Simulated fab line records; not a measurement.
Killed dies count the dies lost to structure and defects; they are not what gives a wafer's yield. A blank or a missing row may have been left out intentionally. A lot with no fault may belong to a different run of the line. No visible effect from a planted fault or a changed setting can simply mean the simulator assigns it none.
Matching of chambers / flow n5_finfet / N5_MIM_TOP_LITHO_DESCUM_10 on rie_diel-01 has 4 sister chambers
The step chemistry O2, time 7.9 s. 4 wafers are shown with their chamber, then 7 later ones without.

EACH WAFER AND ITS CHAMBER
wafer=L200.4; chamber=3; showerhead_plenum_p_Torr (Torr)=2.00
wafer=L200.5; chamber=1; showerhead_plenum_p_Torr (Torr)=2.23
wafer=L199.1; chamber=2; showerhead_plenum_p_Torr (Torr)=2.08
wafer=L199.2; chamber=0; showerhead_plenum_p_Torr (Torr)=2.00

WAFERS MISSING THEIR CHAMBER
wafer=L199.5; showerhead_plenum_p_Torr (Torr)=2.08
wafer=L202.2; showerhead_plenum_p_Torr (Torr)=2.22
wafer=L202.3; showerhead_plenum_p_Torr (Torr)=2.08
wafer=L202.5; showerhead_plenum_p_Torr (Torr)=2.22
wafer=L204.2; showerhead_plenum_p_Torr (Torr)=2.00
wafer=L204.3; showerhead_plenum_p_Torr (Torr)=2.08
wafer=L204.5; showerhead_plenum_p_Torr (Torr)=2.22

EACH ONE'S CHAMBER
wafer=L199.5; from the rows above=2; in truth=2
wafer=L202.2; from the rows above=1; in truth=1
wafer=L202.3; from the rows above=2; in truth=2
wafer=L202.5; from the rows above=1; in truth=1
wafer=L204.2; from the rows above=can't be placed: 0 or 3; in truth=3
wafer=L204.3; from the rows above=2; in truth=2
wafer=L204.5; from the rows above=1; in truth=1
6 of 7 placed correctly. From these rows, 1 cannot be placed; in 1 the true chamber is one of the candidates. 0 placed wrongly.
How it was worked out, from the rows above alone: a wafer's distance from a chamber is the root of the sum, over the readings, of the square of ((its reading less the chamber's mean) divided by the reading's scatter). The wafer belongs to the nearest chamber; if the next one is less than 2 further off, it can't be placed. For every chamber, the mean is computed from those of its wafers that are shown. The scatter: root of mean squared gap, hidden wafer to nearest shown wafer, with one shown wafer a chamber.
